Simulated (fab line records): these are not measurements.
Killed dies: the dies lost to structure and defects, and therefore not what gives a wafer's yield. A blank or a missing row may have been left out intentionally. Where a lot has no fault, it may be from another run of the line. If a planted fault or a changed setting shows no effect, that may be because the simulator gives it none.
Split-lot trial || flow n5_finfet || on a route of 1938 steps: 7 lots, 39 wafers read

## THE SPLIT
At N5_BEOL_M6_ETCH_66 (etches SOC in N2/H2, target depth 80 nm, overetch 16 nm, time 120 s), the setting target_depth_a was moved away from the recipe's 800 angstrom on 9 of the 39 wafers read, by -45.2% to +35.9%. All remaining wafers had this setting at the recipe value.

The split's own step is where the reading is taken.

## THE READING
SiARC_of_BEOL_M6_COAT_64.thk_nm (the simulator's own value, which no gauge read), in nm, at N5_BEOL_M6_ETCH_66 (etches SOC in N2/H2, target depth 80 nm, overetch 16 nm, time 120 s). There is no usual value for it anywhere in the file. Across the 30 wafers here that went through the recipe, the average is 6.5 nm and the standard deviation 0.2 nm.

{"wafer": "L077.1", "tool, chamber at the split": "rie_diel-04, 0,2", "target_depth_a as run, angstrom": 800, "against the recipe": "recipe", "SiARC_of_BEOL_M6_COAT_64.thk_nm, nm": 6.2, "against lot-mates on the recipe": "-"}
{"wafer": "L077.5", "tool, chamber at the split": "rie_diel-04, 0,2", "target_depth_a as run, angstrom": 800, "against the recipe": "recipe", "SiARC_of_BEOL_M6_COAT_64.thk_nm, nm": 6.2, "against lot-mates on the recipe": "-"}
{"wafer": "L077.2", "tool, chamber at the split": "rie_diel-04, 1", "target_depth_a as run, angstrom": 800, "against the recipe": "recipe", "SiARC_of_BEOL_M6_COAT_64.thk_nm, nm": 6.6, "against lot-mates on the recipe": "-"}
{"wafer": "L077.3", "tool, chamber at the split": "rie_diel-04, 2,3,3", "target_depth_a as run, angstrom": 936.8, "against the recipe": "+17.1%", "SiARC_of_BEOL_M6_COAT_64.thk_nm, nm": 5.4, "against lot-mates on the recipe": -0.9}
{"wafer": "L077.4", "tool, chamber at the split": "rie_diel-04, 2,3,3", "target_depth_a as run, angstrom": 936.8, "against the recipe": "+17.1%", "SiARC_of_BEOL_M6_COAT_64.thk_nm, nm": 5.4, "against lot-mates on the recipe": -0.9}
{"wafer": "L077.6", "tool, chamber at the split": "rie_diel-04, 2,3,3", "target_depth_a as run, angstrom": 936.8, "against the recipe": "+17.1%", "SiARC_of_BEOL_M6_COAT_64.thk_nm, nm": 5.4, "against lot-mates on the recipe": -0.9}
{"wafer": "L074.1", "tool, chamber at the split": "rie_diel-01, 1", "target_depth_a as run, angstrom": 1087, "against the recipe": "+35.9%", "SiARC_of_BEOL_M6_COAT_64.thk_nm, nm": 4.8, "against lot-mates on the recipe": -2.0}
{"wafer": "L074.2", "tool, chamber at the split": "rie_diel-01, 3,2,0", "target_depth_a as run, angstrom": 800, "against the recipe": "recipe", "SiARC_of_BEOL_M6_COAT_64.thk_nm, nm": 6.8, "against lot-mates on the recipe": "-"}
{"wafer": "L074.3", "tool, chamber at the split": "rie_diel-01, 3,2,0", "target_depth_a as run, angstrom": 800, "against the recipe": "recipe", "SiARC_of_BEOL_M6_COAT_64.thk_nm, nm": 6.8, "against lot-mates on the recipe": "-"}
{"wafer": "L074.4", "tool, chamber at the split": "rie_diel-01, 3,2,0", "target_depth_a as run, angstrom": 800, "against the recipe": "recipe", "SiARC_of_BEOL_M6_COAT_64.thk_nm, nm": 6.8, "against lot-mates on the recipe": "-"}
{"wafer": "L074.5", "tool, chamber at the split": "rie_diel-01, 3", "target_depth_a as run, angstrom": 1087, "against the recipe": "+35.9%", "SiARC_of_BEOL_M6_COAT_64.thk_nm, nm": 5.4, "against lot-mates on the recipe": -1.4}
{"wafer": "L074.6", "tool, chamber at the split": "rie_diel-01, 0", "target_depth_a as run, angstrom": 1087, "against the recipe": "+35.9%", "SiARC_of_BEOL_M6_COAT_64.thk_nm, nm": 5.2, "against lot-mates on the recipe": -1.6}
{"wafer": "L080.1", "tool, chamber at the split": "rie_diel-01, 3,0,0", "target_depth_a as run, angstrom": 800, "against the recipe": "recipe", "SiARC_of_BEOL_M6_COAT_64.thk_nm, nm": 6.8, "against lot-mates on the recipe": "-"}
{"wafer": "L080.2", "tool, chamber at the split": "rie_diel-01, 3,0,0", "target_depth_a as run, angstrom": 800, "against the recipe": "recipe", "SiARC_of_BEOL_M6_COAT_64.thk_nm, nm": 6.8, "against lot-mates on the recipe": "-"}
{"wafer": "L080.6", "tool, chamber at the split": "rie_diel-01, 3,0,0", "target_depth_a as run, angstrom": 800, "against the recipe": "recipe", "SiARC_of_BEOL_M6_COAT_64.thk_nm, nm": 6.8, "against lot-mates on the recipe": "-"}
{"wafer": "L080.3", "tool, chamber at the split": "rie_diel-01, 1", "target_depth_a as run, angstrom": 800, "against the recipe": "recipe", "SiARC_of_BEOL_M6_COAT_64.thk_nm, nm": 6.4, "against lot-mates on the recipe": "-"}
{"wafer": "L080.4", "tool, chamber at the split": "rie_diel-01, 1", "target_depth_a as run, angstrom": 800, "against the recipe": "recipe", "SiARC_of_BEOL_M6_COAT_64.thk_nm, nm": 6.4, "against lot-mates on the recipe": "-"}
{"wafer": "L080.5", "tool, chamber at the split": "rie_diel-01, 3", "target_depth_a as run, angstrom": 800, "against the recipe": "recipe", "SiARC_of_BEOL_M6_COAT_64.thk_nm, nm": 6.6, "against lot-mates on the recipe": "-"}
{"wafer": "L085.3", "tool, chamber at the split": "rie_diel-01, 0", "target_depth_a as run, angstrom": 800, "against the recipe": "recipe", "SiARC_of_BEOL_M6_COAT_64.thk_nm, nm": 6.8, "against lot-mates on the recipe": "-"}
{"wafer": "L085.4", "tool, chamber at the split": "rie_diel-01, 3", "target_depth_a as run, angstrom": 800, "against the recipe": "recipe", "SiARC_of_BEOL_M6_COAT_64.thk_nm, nm": 6.6, "against lot-mates on the recipe": "-"}
{"wafer": "L085.6", "tool, chamber at the split": "rie_diel-01, 1", "target_depth_a as run, angstrom": 800, "against the recipe": "recipe", "SiARC_of_BEOL_M6_COAT_64.thk_nm, nm": 6.4, "against lot-mates on the recipe": "-"}
{"wafer": "L089.1", "tool, chamber at the split": "rie_diel-05, 3,1,2,0,3,0", "target_depth_a as run, angstrom": 800, "against the recipe": "recipe", "SiARC_of_BEOL_M6_COAT_64.thk_nm, nm": 6.4, "against lot-mates on the recipe": "-"}
{"wafer": "L089.2", "tool, chamber at the split": "rie_diel-05, 3,1,2,0,3,0", "target_depth_a as run, angstrom": 800, "against the recipe": "recipe", "SiARC_of_BEOL_M6_COAT_64.thk_nm, nm": 6.4, "against lot-mates on the recipe": "-"}
{"wafer": "L089.3", "tool, chamber at the split": "rie_diel-05, 3,1,2,0,3,0", "target_depth_a as run, angstrom": 800, "against the recipe": "recipe", "SiARC_of_BEOL_M6_COAT_64.thk_nm, nm": 6.4, "against lot-mates on the recipe": "-"}
{"wafer": "L089.4", "tool, chamber at the split": "rie_diel-05, 3,1,2,0,3,0", "target_depth_a as run, angstrom": 800, "against the recipe": "recipe", "SiARC_of_BEOL_M6_COAT_64.thk_nm, nm": 6.4, "against lot-mates on the recipe": "-"}
{"wafer": "L089.5", "tool, chamber at the split": "rie_diel-05, 3,1,2,0,3,0", "target_depth_a as run, angstrom": 800, "against the recipe": "recipe", "SiARC_of_BEOL_M6_COAT_64.thk_nm, nm": 6.4, "against lot-mates on the recipe": "-"}
{"wafer": "L089.6", "tool, chamber at the split": "rie_diel-05, 3,1,2,0,3,0", "target_depth_a as run, angstrom": 800, "against the recipe": "recipe", "SiARC_of_BEOL_M6_COAT_64.thk_nm, nm": 6.4, "against lot-mates on the recipe": "-"}
{"wafer": "L090.1", "tool, chamber at the split": "rie_diel-04, 0,2", "target_depth_a as run, angstrom": 438.1, "against the recipe": "-45.2%", "SiARC_of_BEOL_M6_COAT_64.thk_nm, nm": 8.4, "against lot-mates on the recipe": "+2.2"}
{"wafer": "L090.2", "tool, chamber at the split": "rie_diel-04, 0,2", "target_depth_a as run, angstrom": 438.1, "against the recipe": "-45.2%", "SiARC_of_BEOL_M6_COAT_64.thk_nm, nm": 8.4, "against lot-mates on the recipe": "+2.2"}
{"wafer": "L090.3", "tool, chamber at the split": "rie_diel-04, 1", "target_depth_a as run, angstrom": 438.1, "against the recipe": "-45.2%", "SiARC_of_BEOL_M6_COAT_64.thk_nm, nm": 8.6, "against lot-mates on the recipe": "+2.4"}
{"wafer": "L090.4", "tool, chamber at the split": "rie_diel-04, 3,3,2", "target_depth_a as run, angstrom": 800, "against the recipe": "recipe", "SiARC_of_BEOL_M6_COAT_64.thk_nm, nm": 6.2, "against lot-mates on the recipe": "-"}
{"wafer": "L090.5", "tool, chamber at the split": "rie_diel-04, 3,3,2", "target_depth_a as run, angstrom": 800, "against the recipe": "recipe", "SiARC_of_BEOL_M6_COAT_64.thk_nm, nm": 6.2, "against lot-mates on the recipe": "-"}
{"wafer": "L090.6", "tool, chamber at the split": "rie_diel-04, 3,3,2", "target_depth_a as run, angstrom": 800, "against the recipe": "recipe", "SiARC_of_BEOL_M6_COAT_64.thk_nm, nm": 6.2, "against lot-mates on the recipe": "-"}
{"wafer": "L094.1", "tool, chamber at the split": "rie_diel-05, 2,1,1,2,1,2", "target_depth_a as run, angstrom": 800, "against the recipe": "recipe", "SiARC_of_BEOL_M6_COAT_64.thk_nm, nm": 6.4, "against lot-mates on the recipe": "-"}
{"wafer": "L094.2", "tool, chamber at the split": "rie_diel-05, 2,1,1,2,1,2", "target_depth_a as run, angstrom": 800, "against the recipe": "recipe", "SiARC_of_BEOL_M6_COAT_64.thk_nm, nm": 6.4, "against lot-mates on the recipe": "-"}
{"wafer": "L094.3", "tool, chamber at the split": "rie_diel-05, 2,1,1,2,1,2", "target_depth_a as run, angstrom": 800, "against the recipe": "recipe", "SiARC_of_BEOL_M6_COAT_64.thk_nm, nm": 6.4, "against lot-mates on the recipe": "-"}
{"wafer": "L094.4", "tool, chamber at the split": "rie_diel-05, 2,1,1,2,1,2", "target_depth_a as run, angstrom": 800, "against the recipe": "recipe", "SiARC_of_BEOL_M6_COAT_64.thk_nm, nm": 6.4, "against lot-mates on the recipe": "-"}
{"wafer": "L094.5", "tool, chamber at the split": "rie_diel-05, 2,1,1,2,1,2", "target_depth_a as run, angstrom": 800, "against the recipe": "recipe", "SiARC_of_BEOL_M6_COAT_64.thk_nm, nm": 6.4, "against lot-mates on the recipe": "-"}
{"wafer": "L094.6", "tool, chamber at the split": "rie_diel-05, 2,1,1,2,1,2", "target_depth_a as run, angstrom": 800, "against the recipe": "recipe", "SiARC_of_BEOL_M6_COAT_64.thk_nm, nm": 6.4, "against lot-mates on the recipe": "-"}
When a row names more than one chamber, that row covers several wafers, and the file does not tell which wafer ran in which chamber.

THE FIT
A straight line over all 39 wafers: SiARC_of_BEOL_M6_COAT_64.thk_nm changes by -0.0432 nm for each +1% of target_depth_a; r = -0.96; the points scatter about the line by 0.23 nm.
The same after taking each lot's own level away (the mean of its wafers on the recipe; 39 wafers): -0.0492 nm for each +1%; r = -0.99; scatter 0.13 nm.
That fit puts the effect of the largest move of target_depth_a on the reading at 2.2 nm.
The lots' own levels span 6.20 to 6.80 nm, that is 2.9 times the standard deviation above.
So the slope is not independent of the lot-to-lot level: the two fits are not the same.
Check: with one of the wafers moved furthest among these (-45.2%) left out of the fit, the line predicts +2.24 nm for it against its lot-mates. Against them it came out at +2.2 nm.

## THESE WAFERS: OTHER SPLITS
Other splits were also applied to these wafers ahead of the reading. Each is held against what the fit with the lots' levels taken away leaves over:
{"other split on the same wafers": "N5_FIN_SAQP_HM_DEP_03 time_s", "wafers away from the commonest value": 12, "r with SiARC_of_BEOL_M6_COAT_64.thk_nm (lot level and that fit taken away)": "+0.04"}
{"other split on the same wafers": "N5_DUMMY_GATE_ETCH_44 target_depth_a", "wafers away from the commonest value": 18, "r with SiARC_of_BEOL_M6_COAT_64.thk_nm (lot level and that fit taken away)": "+0.21"}
{"other split on the same wafers": "N5_BEOL_M0_SAQP_PECVD_97 time_s", "wafers away from the commonest value": 18, "r with SiARC_of_BEOL_M6_COAT_64.thk_nm (lot level and that fit taken away)": "+0.12"}
{"other split on the same wafers": "N5_BEOL_M0_DEP_125 target_thk_a", "wafers away from the commonest value": 12, "r with SiARC_of_BEOL_M6_COAT_64.thk_nm (lot level and that fit taken away)": "+0.28"}
{"other split on the same wafers": "N5_BEOL_M2_ETCHBACK_99 time_s", "wafers away from the commonest value": 15, "r with SiARC_of_BEOL_M6_COAT_64.thk_nm (lot level and that fit taken away)": "+0.09"}
{"other split on the same wafers": "N5_BEOL_M4_ILD_DEP_00 time_s", "wafers away from the commonest value": 15, "r with SiARC_of_BEOL_M6_COAT_64.thk_nm (lot level and that fit taken away)": "+0.05"}

## THE FILE'S OWN FIT
SiARC_of_BEOL_M6_COAT_64.thk_nm changes by -0.0492 nm for each +1% of target_depth_a, r = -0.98.
